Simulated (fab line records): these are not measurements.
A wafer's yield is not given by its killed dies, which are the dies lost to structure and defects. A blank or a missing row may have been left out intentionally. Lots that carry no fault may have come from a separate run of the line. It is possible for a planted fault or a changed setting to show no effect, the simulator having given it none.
The tool behind it: which one?    flow nand harc    Sampling: 12 lots, 36 wafers, 6 of 1159 route steps

## WHAT THE GAUGES READ, wafer by wafer
NHARC_P_ZERO_WELL_CD_MEAS_52: target cd 2000 nm. Usual: cd nm 1999.8 nm, standard deviation 1.5.
lot   measured     on         cd nm (nm)            flag
L988  day 1 23:34  cd sem-02  1997.5 1999.5 1999.4  
L989  day 2 06:37  cd sem-02  1997.2 1999.2 1995.4  
L990  day 2 12:06  cd sem-02  2001.6 2000.9 1999.0  
L994  day 3 11:56  cd sem-01  1997.5 1996.6 1998.1  
L995  day 3 17:32  cd sem-01  1998.0 1998.0 1996.9  
L996  day 3 23:44  cd sem-01  1997.9 1998.9 1999.6  
L998  day 4 11:42  cd sem-03  2002.1 2000.9 1998.7  
L999  day 4 17:46  cd sem-01  1998.4 2000.1 1998.8  
L100  day 4 23:50  cd sem-03  1824.0 1823.5 1822.8  OFF
L101  day 5 05:54  cd sem-03  1998.4 2002.4 2003.4  
L105  day 6 06:01  cd sem-01  1998.9 1998.3 2001.4  
L110  day 7 11:38  cd sem-03  1997.4 1998.5 1998.9  

NHARC_P_STI_OVL_MEAS_10. Usual: overlay x nm 2 nm, standard deviation 6.4; overlay y nm -3 nm, standard deviation 5.6.
lot   measured     on          overlay x nm (nm)  overlay y nm (nm)  flag
L988  day 2 19:18  overlay-01  -3 -4 -3           -1 0 0             
L989  day 3 01:35  overlay-01  6 6 6              -8 -8 -8           
L990  day 3 09:19  overlay-01  4 4 3              3 3 3              
L994  day 4 08:37  overlay-02  -10 -9 -10         2 2 3              
L995  day 4 08:27  overlay-01  4 5 4              -8 -8 -7           
L996  day 4 17:23  overlay-02  10 10 10           -6 -5 -5           
L998  day 5 06:21  overlay-02  3 3 4              -2 -2 -2           
L999  day 5 13:06  overlay-01  6 6 7              -1 -2 -1           
L100  day 5 18:56  overlay-02  8 8 7              3 2 3              
L101  day 5 23:26  overlay-02  0 0 -1             -3 -3 -3           
L105  day 6 23:45  overlay-02  17 17 18           -7 -7 -8           
L110  day 8 04:47  overlay-01  -2 -2 -2           -7 -7 -7           

NHARC_END_SORT_01. Usual: killed at array 25, standard deviation 9.2; killed at other 0.8, standard deviation 1.2; killed at periphery 3.9, standard deviation 2.6; killed dies 30, standard deviation 9.7; killed open 3.4, standard deviation 1.9; killed short 2.0, standard deviation 1.4.
lot   measured      on         killed at array  killed at other  killed at periphery  killed dies  killed open  killed short  flag
L100  day 22 04:17  prober-02  23 18            0 1              5 5                  28 24        4 2          2 1           

## WHICH TOOL RAN EACH LOT (tool, then ch and the chambers of the sampled wafers, then the start)
lot   NHARC_P_ZERO_WELL_ETCH_65          NHARC_P_ZERO_WELL_EXPOSE_49       NHARC_P_ZERO_WELL_DESCUM_54
L988  rie diel-10 ch 0,1,2, day 1 19:25  krf scanner-02 ch 0, day 1 23:23  rie diel-09 ch 0,3, day 1 23:46
L989  rie diel-10 ch 0,2, day 2 02:10    krf scanner-03 ch 0, day 2 06:28  rie diel-03 ch 0,1, day 2 06:47
L990  rie diel-09 ch 0,2,3, day 2 07:53  krf scanner-03 ch 0, day 2 11:56  rie diel-03 ch 0,1,3, day 2 12:16
L994  rie diel-03 ch 2,3, day 3 07:30    krf scanner-04 ch 0, day 3 11:47  rie diel-09 ch 0,1, day 3 12:07
L995  rie diel-10 ch 1,2, day 3 13:31    krf scanner-04 ch 0, day 3 17:23  rie diel-03 ch 1,2,3, day 3 17:43
L996  rie diel-10 ch 1,2, day 3 19:23    krf scanner-03 ch 0, day 3 23:34  rie diel-03 ch 2,3, day 3 23:53
L998  rie diel-10 ch 0,1, day 4 07:32    krf scanner-03 ch 0, day 4 11:33  rie diel-10 ch 0,2, day 4 11:52
L999  rie diel-03 ch 2,3, day 4 13:31    krf scanner-03 ch 0, day 4 17:37  rie diel-03 ch 0,2,3, day 4 17:56
L100  rie diel-03 ch 0,2,3, day 4 19:35  krf scanner-02 ch 0, day 4 23:41  rie diel-10 ch 2,3, day 4 23:59
L101  rie diel-10 ch 1,2,3, day 5 01:38  krf scanner-02 ch 0, day 5 05:45  rie diel-10 ch 0,1,2, day 5 06:05
L105  rie diel-03 ch 1,2, day 6 01:35    krf scanner-02 ch 0, day 6 05:52  rie diel-09 ch 1,2, day 6 06:12
L110  rie diel-10 ch 0,1,2, day 7 07:22  krf scanner-03 ch 0, day 7 11:28  rie diel-09 ch 0,2,3, day 7 11:47
- NHARC_P_ZERO_WELL_ETCH_65: etches the open film in N2/H2, target depth 80 nm, overetch 24 nm, time 87.88 s.
- NHARC_P_ZERO_WELL_EXPOSE_49: exposes mask P HVPW, target cd 2000 nm.
- NHARC_P_ZERO_WELL_DESCUM_54: chemistry O2, time 3 s.

## WHAT THE TOOLS THEMSELVES READ (means of the sampled wafers that have a number; where no wafer has one, the mark that the record gives instead)
NHARC_P_ZERO_WELL_ETCH_65. Usual: drypump motor current A 5.6 A, standard deviation 0.34; h2 flow sccm 149.9 sccm, standard deviation 0.47; oes product au 0.999 a.u., standard deviation 0.0089; rf vpp V 431.6 V, standard deviation 2.9; showerhead plenum p Torr 2.08 Torr, standard deviation 0.098; throttle valve pct 14.170 %, standard deviation 0.0088.
lot   tool         drypump motor current A (A)  h2 flow sccm (sccm)  oes product au (a.u.)  rf vpp V (V)  showerhead plenum p Torr (Torr)  throttle valve pct (%)  flag
L988  rie diel-10  5.4                          149.9                0.995                  431.7         2.08                             14.165                  
L989  rie diel-10  5.5                          150.6                0.993                  433.1         2.12                             14.175                  
L990  rie diel-09  5.3                          150.4                0.993                  433.8         2.14                             14.174                  
L994  rie diel-03  5.8                          150.0                1.015                  427.7         1.93                             14.164                  
L995  rie diel-10  5.5                          150.4                1.000                  433.0         2.16                             14.163                  
L996  rie diel-10  5.4                          150.0                0.990                  432.9         2.12                             14.173                  
L998  rie diel-10  5.3                          150.1                0.993                  428.4         2.00                             14.169                  
L999  rie diel-03  5.7                          149.5                1.010                  428.1         1.95                             14.169                  
L100  rie diel-03  5.8                          150.2                1.004                  429.8         2.01                             14.171                  
L101  rie diel-10  5.7                          150.2                0.997                  432.3         2.08                             14.162                  
L105  rie diel-03  5.6                          149.9                1.014                  429.4         2.02                             14.165                  
L110  rie diel-10  5.4                          149.8                1.001                  431.5         2.07                             14.170                  

NHARC_P_ZERO_WELL_DESCUM_54. Usual: drypump motor current A 5.6 A, standard deviation 0.33; oes product au 1.001 a.u., standard deviation 0.0096; rf vpp V 57.9 V, standard deviation 0.89; showerhead plenum p Torr 1.94 Torr, standard deviation 0.094; throttle valve pct 11.310 %, standard deviation 0.0097.
lot   tool         drypump motor current A (A)  oes product au (a.u.)  rf vpp V (V)  showerhead plenum p Torr (Torr)  throttle valve pct (%)  flag
L988  rie diel-09  5.4                          0.991                  57.8          2.03                             11.317                  
L989  rie diel-03  5.9                          1.011                  58.0          2.03                             11.313                  
L990  rie diel-03  5.9                          1.006                  57.8          1.95                             11.298                  
L994  rie diel-09  5.7                          1.012                  57.6          1.97                             11.322                  
L995  rie diel-03  5.8                          1.007                  57.3          1.88                             11.312                  
L996  rie diel-03  5.8                          1.009                  57.2          1.81                             11.312                  
L998  rie diel-10  5.5                          0.994                  58.4          1.99                             11.315                  
L999  rie diel-03  5.7                          1.011                  57.9          1.89                             11.315                  
L100  rie diel-10  6.0                          0.997                  57.5          1.92                             11.317                  
L101  rie diel-10  5.4                          1.004                  58.8          1.95                             11.307                  
L105  rie diel-09  5.3                          0.999                  57.0          1.96                             11.306                  
L110  rie diel-09  5.3                          1.009                  58.3          2.01                             11.312                  

## THE ANSWER, worked out from the rows above alone
Rule: a lot is off if the mean of its wafers that have a number lies more than 3 standard deviations from the usual mean. A lot without any number at a reading at which 4 lots or more have one is off too. All remaining lots with rows at the step are treated as sound. First the gauges in route order, then the tools' own readings, where a lot's mean is used as printed above. The first step at which some lot is off is used, and at that step the reading that is off furthest; a lot without a number counts as furthest.
Off, at NHARC_P_ZERO_WELL_CD_MEAS_52 on cd nm: L100.
A tool fits if, at a process step before that reading, it ran every lot that is off, and no sound lot after the first of them. The gauges at NHARC_P_ZERO_WELL_CD_MEAS_52 are tried like those tools. Not one of the candidates tried fits.

## WHAT HAD BEEN PUT IN BY THE SIMULATOR
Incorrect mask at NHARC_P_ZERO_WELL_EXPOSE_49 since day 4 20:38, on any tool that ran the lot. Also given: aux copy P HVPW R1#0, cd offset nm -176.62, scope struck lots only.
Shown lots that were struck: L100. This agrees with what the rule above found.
